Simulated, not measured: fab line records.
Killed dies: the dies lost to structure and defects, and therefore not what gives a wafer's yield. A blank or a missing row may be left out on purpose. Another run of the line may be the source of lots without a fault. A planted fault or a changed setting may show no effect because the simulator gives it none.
What tool caused it? :: flow nand harc :: 14 lots with 42 wafers sampled at 4 steps, on a route of 1302 steps

== WHAT THE GAUGES READ, wafer by wafer ==
The record lacks any reading of a measuring or inspecting step that a usual standard deviation could be used to judge.

== WHICH TOOL RAN EACH LOT (tool, then ch and the chambers of the sampled wafers, then the start) ==
lot: L993
NHARC_A_STAIRCASE_ETCH_199: rie diel-13 ch 0,1,3, day 16 10:54 or earlier
NHARC_A_STAIRCASE_DESCUM_219: rie diel-09 ch 1,2,3, day 16 10:54
NHARC_A_STAIRCASE_TRIM_222: rie diel-09 ch 0,1,2, day 16 12:13
NHARC_A_STAIRCASE_ETCH_223: rie diel-09 ch 0,1,3, no start

lot: L995
NHARC_A_STAIRCASE_ETCH_199: rie diel-06 ch 2,3, day 16 23:10 or earlier
NHARC_A_STAIRCASE_DESCUM_219: rie diel-06 ch 2,3, day 16 23:10
NHARC_A_STAIRCASE_TRIM_222: rie diel-06 ch 0,2,3, day 16 23:31
NHARC_A_STAIRCASE_ETCH_223: rie diel-06 ch 0,1, no start

lot: L996
NHARC_A_STAIRCASE_ETCH_199: rie diel-13 ch 0,1, day 17 06:44 or earlier
NHARC_A_STAIRCASE_DESCUM_219: rie diel-06 ch 1,2,3, day 17 06:44
NHARC_A_STAIRCASE_TRIM_222: rie diel-06 ch 1,2, day 17 07:02
NHARC_A_STAIRCASE_ETCH_223: rie diel-06 ch 0,3, no start

lot: L997
NHARC_A_STAIRCASE_ETCH_199: rie diel-06 ch 1,2,3, day 17 19:23 or earlier
NHARC_A_STAIRCASE_DESCUM_219: rie diel-13 ch 0,2,3, day 17 19:23
NHARC_A_STAIRCASE_TRIM_222: rie diel-13 ch 0,2,3, day 17 23:30
NHARC_A_STAIRCASE_ETCH_223: rie diel-13 ch 1,3, no start

lot: L998
NHARC_A_STAIRCASE_ETCH_199: rie diel-09 ch 0,2, day 17 19:49 or earlier
NHARC_A_STAIRCASE_DESCUM_219: rie diel-09 ch 0,1,2, day 17 19:49
NHARC_A_STAIRCASE_TRIM_222: rie diel-06 ch 2,3, day 17 20:34
NHARC_A_STAIRCASE_ETCH_223: rie diel-06 ch 2,3, no start

lot: L100
NHARC_A_STAIRCASE_ETCH_199: rie diel-06 ch 0,1,3, day 19 02:11 or earlier
NHARC_A_STAIRCASE_DESCUM_219: rie diel-09 ch 0,2,3, day 19 02:11
NHARC_A_STAIRCASE_TRIM_222: rie diel-09 ch 0,1,3, day 19 02:30
NHARC_A_STAIRCASE_ETCH_223: rie diel-09 ch 1,2,3, no start

lot: L999
NHARC_A_STAIRCASE_ETCH_199: rie diel-13 ch 1,2,3, day 19 02:44 or earlier
NHARC_A_STAIRCASE_DESCUM_219: rie diel-09 ch 0,2,3, day 19 02:44
NHARC_A_STAIRCASE_TRIM_222: rie diel-09 ch 0,1,3, day 19 03:07
NHARC_A_STAIRCASE_ETCH_223: rie diel-09 ch 0,1,2, no start

lot: L101
NHARC_A_STAIRCASE_ETCH_199: rie diel-09 ch 2,3, day 19 15:35 or earlier
NHARC_A_STAIRCASE_DESCUM_219: rie diel-09 ch 1,2, day 19 15:35
NHARC_A_STAIRCASE_TRIM_222: rie diel-09 ch 0,1,3, day 19 15:55
NHARC_A_STAIRCASE_ETCH_223: rie diel-09 ch 2,3, no start

lot: L102
NHARC_A_STAIRCASE_ETCH_199: rie diel-09 ch 0,1,2, day 20 00:59 or earlier
NHARC_A_STAIRCASE_DESCUM_219: rie diel-06 ch 0,1,3, day 20 00:59
NHARC_A_STAIRCASE_TRIM_222: rie diel-06 ch 0,1,2, day 20 01:19
NHARC_A_STAIRCASE_ETCH_223: rie diel-06 ch 0,1,3, no start

lot: L104
NHARC_A_STAIRCASE_ETCH_199: rie diel-13 ch 0,1,2, day 20 16:25 or earlier
NHARC_A_STAIRCASE_DESCUM_219: rie diel-06 ch 0,1,3, day 20 16:25
NHARC_A_STAIRCASE_TRIM_222: rie diel-06 ch 0,2,3, day 20 16:44
NHARC_A_STAIRCASE_ETCH_223: rie diel-06 ch 0,1,3, no start

lot: L105
NHARC_A_STAIRCASE_ETCH_199: rie diel-06 ch 0,3, day 20 21:38 or earlier
NHARC_A_STAIRCASE_DESCUM_219: rie diel-06 ch 2,3, day 20 21:38
NHARC_A_STAIRCASE_TRIM_222: rie diel-06 ch 1,2,3, day 20 22:16
NHARC_A_STAIRCASE_ETCH_223: rie diel-06 ch 1,2,3, no start

lot: L111
NHARC_A_STAIRCASE_ETCH_199: rie diel-06 ch 0,1,2, day 23 18:50 or earlier
NHARC_A_STAIRCASE_DESCUM_219: rie diel-06 ch 0,1,2, day 23 18:50
NHARC_A_STAIRCASE_TRIM_222: rie diel-06 ch 0,1,2, day 23 19:14
NHARC_A_STAIRCASE_ETCH_223: rie diel-06 ch 0,1,2, no start

lot: L112
NHARC_A_STAIRCASE_ETCH_199: rie diel-09 ch 0,1,2, day 24 12:48 or earlier
NHARC_A_STAIRCASE_DESCUM_219: rie diel-06 ch 0,1, day 24 12:48
NHARC_A_STAIRCASE_TRIM_222: rie diel-06 ch 0,1,2, day 24 17:33
NHARC_A_STAIRCASE_ETCH_223: rie diel-06 ch 0,1,2, no start

lot: L113
NHARC_A_STAIRCASE_ETCH_199: rie diel-13 ch 1,2,3, day 24 12:57 or earlier
NHARC_A_STAIRCASE_DESCUM_219: rie diel-09 ch 0,2, day 24 12:57
NHARC_A_STAIRCASE_TRIM_222: rie diel-09 ch 0,2,3, day 24 13:19
NHARC_A_STAIRCASE_ETCH_223: rie diel-09 ch 1,2,3, no start
- NHARC_A_STAIRCASE_ETCH_199: etches the open film in C4F8/O2, target depth 100 nm, time 40.5 s.
- NHARC_A_STAIRCASE_DESCUM_219: chemistry O2, time 3 s.
- NHARC_A_STAIRCASE_TRIM_222: chemistry O2, time 211.2 s.
- NHARC_A_STAIRCASE_ETCH_223: etches the open film in C4F8/O2, target depth 100 nm, time 40.5 s.

== AS READ BY THE TOOLS THEMSELVES (means over the sampled wafers that have a number; for cases with no such wafer, the mark the record gives instead) ==
NHARC_A_STAIRCASE_ETCH_199. Usual: oes product au 0.949 a.u., standard deviation 0.015; rf vpp V 897 V, standard deviation 6.2.
lot: L993
tool: rie diel-13
oes product au (a.u.): 0.945
rf vpp V (V): 903
flag: 

lot: L995
tool: rie diel-06
oes product au (a.u.): 0.956
rf vpp V (V): 891
flag: 

lot: L996
tool: rie diel-13
oes product au (a.u.): 0.966
rf vpp V (V): 899
flag: 

lot: L997
tool: rie diel-06
oes product au (a.u.): 0.956
rf vpp V (V): 895
flag: 

lot: L998
tool: rie diel-09
oes product au (a.u.): 0.957
rf vpp V (V): 893
flag: 

lot: L100
tool: rie diel-06
oes product au (a.u.): 0.940
rf vpp V (V): 896
flag: 

lot: L999
tool: rie diel-13
oes product au (a.u.): 0.952
rf vpp V (V): 902
flag: 

lot: L101
tool: rie diel-09
oes product au (a.u.): 0.949
rf vpp V (V): 892
flag: 

lot: L102
tool: rie diel-09
oes product au (a.u.): 0.951
rf vpp V (V): 895
flag: 

lot: L104
tool: rie diel-13
oes product au (a.u.): 0.943
rf vpp V (V): 900
flag: 

lot: L105
tool: rie diel-06
oes product au (a.u.): 0.937
rf vpp V (V): 892
flag: 

lot: L111
tool: rie diel-06
oes product au (a.u.): 0.956
rf vpp V (V): 896
flag: 

lot: L112
tool: rie diel-09
oes product au (a.u.): 0.936
rf vpp V (V): 901
flag: 

lot: L113
tool: rie diel-13
oes product au (a.u.): 0.946
rf vpp V (V): 900
flag: 

NHARC_A_STAIRCASE_DESCUM_219. Usual: drypump motor current A 5.6 A, standard deviation 0.42; oes product au 1.001 a.u., standard deviation 0.015; rf vpp V 57.8 V, standard deviation 0.81; showerhead plenum p Torr 1.92 Torr, standard deviation 0.1; throttle valve pct 11.312 %, standard deviation 0.0089.
lot: L993
tool: rie diel-09
drypump motor current A (A): 5.5
oes product au (a.u.): 0.999
rf vpp V (V): 58.1
showerhead plenum p Torr (Torr): 1.85
throttle valve pct (%): 11.314
flag: 

lot: L995
tool: rie diel-06
drypump motor current A (A): 5.1
oes product au (a.u.): 0.985
rf vpp V (V): 56.8
showerhead plenum p Torr (Torr): 1.82
throttle valve pct (%): 11.302
flag: 

lot: L996
tool: rie diel-06
drypump motor current A (A): 5.2
oes product au (a.u.): 0.996
rf vpp V (V): 58.0
showerhead plenum p Torr (Torr): 1.91
throttle valve pct (%): 11.311
flag: 

lot: L997
tool: rie diel-13
drypump motor current A (A): 5.8
oes product au (a.u.): 1.007
rf vpp V (V): 58.1
showerhead plenum p Torr (Torr): 2.01
throttle valve pct (%): 11.314
flag: 

lot: L998
tool: rie diel-09
drypump motor current A (A): 5.6
oes product au (a.u.): 1.010
rf vpp V (V): 57.8
showerhead plenum p Torr (Torr): 1.91
throttle valve pct (%): 11.309
flag: 

lot: L100
tool: rie diel-09
drypump motor current A (A): 5.3
oes product au (a.u.): 1.002
rf vpp V (V): 58.1
showerhead plenum p Torr (Torr): 1.90
throttle valve pct (%): 11.313
flag: 

lot: L999
tool: rie diel-09
drypump motor current A (A): 5.3
oes product au (a.u.): 0.999
rf vpp V (V): 57.9
showerhead plenum p Torr (Torr): 1.90
throttle valve pct (%): 11.314
flag: 

lot: L101
tool: rie diel-09
drypump motor current A (A): 5.4
oes product au (a.u.): 0.995
rf vpp V (V): 57.7
showerhead plenum p Torr (Torr): 1.81
throttle valve pct (%): 11.310
flag: 

lot: L102
tool: rie diel-06
drypump motor current A (A): 5.4
oes product au (a.u.): 1.003
rf vpp V (V): 58.0
showerhead plenum p Torr (Torr): 1.90
throttle valve pct (%): 11.317
flag: 

lot: L104
tool: rie diel-06
drypump motor current A (A): 5.4
oes product au (a.u.): 0.997
rf vpp V (V): 58.2
showerhead plenum p Torr (Torr): 1.90
throttle valve pct (%): 11.319
flag: 

lot: L105
tool: rie diel-06
drypump motor current A (A): 5.0
oes product au (a.u.): 0.978
rf vpp V (V): 56.7
showerhead plenum p Torr (Torr): 1.81
throttle valve pct (%): 11.314
flag: 

lot: L111
tool: rie diel-06
drypump motor current A (A): 5.7
oes product au (a.u.): 1.021
rf vpp V (V): 57.9
showerhead plenum p Torr (Torr): 1.91
throttle valve pct (%): 11.314
flag: 

lot: L112
tool: rie diel-06
drypump motor current A (A): 5.6
oes product au (a.u.): 1.017
rf vpp V (V): 58.0
showerhead plenum p Torr (Torr): 1.98
throttle valve pct (%): 11.315
flag: 

lot: L113
tool: rie diel-09
drypump motor current A (A): 5.3
oes product au (a.u.): 0.984
rf vpp V (V): 58.3
showerhead plenum p Torr (Torr): 2.06
throttle valve pct (%): 11.321
flag: 

NHARC_A_STAIRCASE_TRIM_222. Usual: drypump motor current A 5.6 A, standard deviation 0.45; oes product au 1.001 a.u., standard deviation 0.015; rf vpp V 57.7 V, standard deviation 0.97; showerhead plenum p Torr 3.54 Torr, standard deviation 0.17; throttle valve pct 17.035 %, standard deviation 0.0076.
lot: L993
tool: rie diel-09
drypump motor current A (A): 5.6
oes product au (a.u.): 1.007
rf vpp V (V): 56.9
showerhead plenum p Torr (Torr): 3.52
throttle valve pct (%): 17.033
flag: 

lot: L995
tool: rie diel-06
drypump motor current A (A): 5.5
oes product au (a.u.): 0.998
rf vpp V (V): 57.7
showerhead plenum p Torr (Torr): 3.39
throttle valve pct (%): 17.036
flag: 

lot: L996
tool: rie diel-06
drypump motor current A (A): 5.5
oes product au (a.u.): 1.003
rf vpp V (V): 58.1
showerhead plenum p Torr (Torr): 3.55
throttle valve pct (%): 17.045
flag: 

lot: L997
tool: rie diel-13
drypump motor current A (A): 5.8
oes product au (a.u.): 0.997
rf vpp V (V): 58.3
showerhead plenum p Torr (Torr): 3.70
throttle valve pct (%): 17.038
flag: 

lot: L998
tool: rie diel-06
drypump motor current A (A): 5.0
oes product au (a.u.): 0.986
rf vpp V (V): 57.5
showerhead plenum p Torr (Torr): 3.36
throttle valve pct (%): 17.035
flag: 

lot: L100
tool: rie diel-09
drypump motor current A (A): 5.7
oes product au (a.u.): 0.992
rf vpp V (V): 58.3
showerhead plenum p Torr (Torr): 3.57
throttle valve pct (%): 17.042
flag: 

lot: L999
tool: rie diel-09
drypump motor current A (A): 5.7
oes product au (a.u.): 1.000
rf vpp V (V): 58.0
showerhead plenum p Torr (Torr): 3.57
throttle valve pct (%): 17.035
flag: 

lot: L101
tool: rie diel-09
drypump motor current A (A): 5.7
oes product au (a.u.): 0.984
rf vpp V (V): 57.2
showerhead plenum p Torr (Torr): 3.57
throttle valve pct (%): 17.034
flag: 

lot: L102
tool: rie diel-06
drypump motor current A (A): 5.6
oes product au (a.u.): 1.010
rf vpp V (V): 58.2
showerhead plenum p Torr (Torr): 3.54
throttle valve pct (%): 17.031
flag: 

lot: L104
tool: rie diel-06
drypump motor current A (A): 5.4
oes product au (a.u.): 0.996
rf vpp V (V): 57.3
showerhead plenum p Torr (Torr): 3.38
throttle valve pct (%): 17.031
flag: 

lot: L105
tool: rie diel-06
drypump motor current A (A): 5.3
oes product au (a.u.): 1.004
rf vpp V (V): 57.7
showerhead plenum p Torr (Torr): 3.50
throttle valve pct (%): 17.029
flag: 

lot: L111
tool: rie diel-06
drypump motor current A (A): 5.6
oes product au (a.u.): 1.097
rf vpp V (V): 57.3
showerhead plenum p Torr (Torr): 3.52
throttle valve pct (%): 17.030
flag: OFF

lot: L112
tool: rie diel-06
drypump motor current A (A): 5.7
oes product au (a.u.): 1.077
rf vpp V (V): 56.9
showerhead plenum p Torr (Torr): 3.52
throttle valve pct (%): 17.033
flag: OFF

lot: L113
tool: rie diel-09
drypump motor current A (A): 5.3
oes product au (a.u.): 0.985
rf vpp V (V): 58.4
showerhead plenum p Torr (Torr): 3.66
throttle valve pct (%): 17.040
flag: 

NHARC_A_STAIRCASE_ETCH_223. Usual: oes product au 0.942 a.u., standard deviation 0.014; rf vpp V 896 V, standard deviation 6.5.
lot: L993
tool: rie diel-09
oes product au (a.u.): 0.937
rf vpp V (V): 898
flag: 

lot: L995
tool: rie diel-06
oes product au (a.u.): 0.949
rf vpp V (V): 901
flag: 

lot: L996
tool: rie diel-06
oes product au (a.u.): 0.933
rf vpp V (V): 891
flag: 

lot: L997
tool: rie diel-13
oes product au (a.u.): 0.939
rf vpp V (V): 903
flag: 

lot: L998
tool: rie diel-06
oes product au (a.u.): 0.924
rf vpp V (V): 890
flag: 

lot: L100
tool: rie diel-09
oes product au (a.u.): 0.934
rf vpp V (V): 892
flag: 

lot: L999
tool: rie diel-09
oes product au (a.u.): 0.939
rf vpp V (V): 895
flag: 

lot: L101
tool: rie diel-09
oes product au (a.u.): 0.945
rf vpp V (V): 889
flag: 

lot: L102
tool: rie diel-06
oes product au (a.u.): 0.946
rf vpp V (V): 895
flag: 

lot: L104
tool: rie diel-06
oes product au (a.u.): 0.942
rf vpp V (V): 896
flag: 

lot: L105
tool: rie diel-06
oes product au (a.u.): 0.936
rf vpp V (V): 895
flag: 

lot: L111
tool: rie diel-06
oes product au (a.u.): 0.951
rf vpp V (V): 896
flag: 

lot: L112
tool: rie diel-06
oes product au (a.u.): 0.941
rf vpp V (V): 895
flag: 

lot: L113
tool: rie diel-09
oes product au (a.u.): 0.946
rf vpp V (V): 897
flag: 

== THE ANSWER, worked out from the rows above alone ==
Rule: a lot counts as off when the mean over its wafers that have a number is more than 3 standard deviations away from the usual mean. A lot without any number at a reading at which 4 lots or more have one is off too. Any other lot the step has rows for is counted as sound. After the gauges, taken in route order, come the tools' own readings; for these a lot's mean is taken, as printed above. The first step at which some lot is off is used, and at that step the reading that is off furthest; a lot without a number counts as furthest.
Off at NHARC_A_STAIRCASE_TRIM_222 (oes product au): L111, L112.
If a tool, at that step or one of the process steps before it, ran each lot that is off and ran no sound lot following the first of them, it fits. Because NHARC_A_STAIRCASE_ETCH_199 lacks a start for some lots, the hours and order of its lots are taken from NHARC_A_STAIRCASE_DESCUM_219. One candidate fits, namely rie diel-06 at NHARC_A_STAIRCASE_DESCUM_219 and NHARC_A_STAIRCASE_TRIM_222. At NHARC_A_STAIRCASE_DESCUM_219 its last sound lot is L105 (day 20 21:38), its first lot that is off L111 (day 23 18:50): a fault that began between those two fits.

== WHAT THE SIMULATOR HAD INSERTED ==
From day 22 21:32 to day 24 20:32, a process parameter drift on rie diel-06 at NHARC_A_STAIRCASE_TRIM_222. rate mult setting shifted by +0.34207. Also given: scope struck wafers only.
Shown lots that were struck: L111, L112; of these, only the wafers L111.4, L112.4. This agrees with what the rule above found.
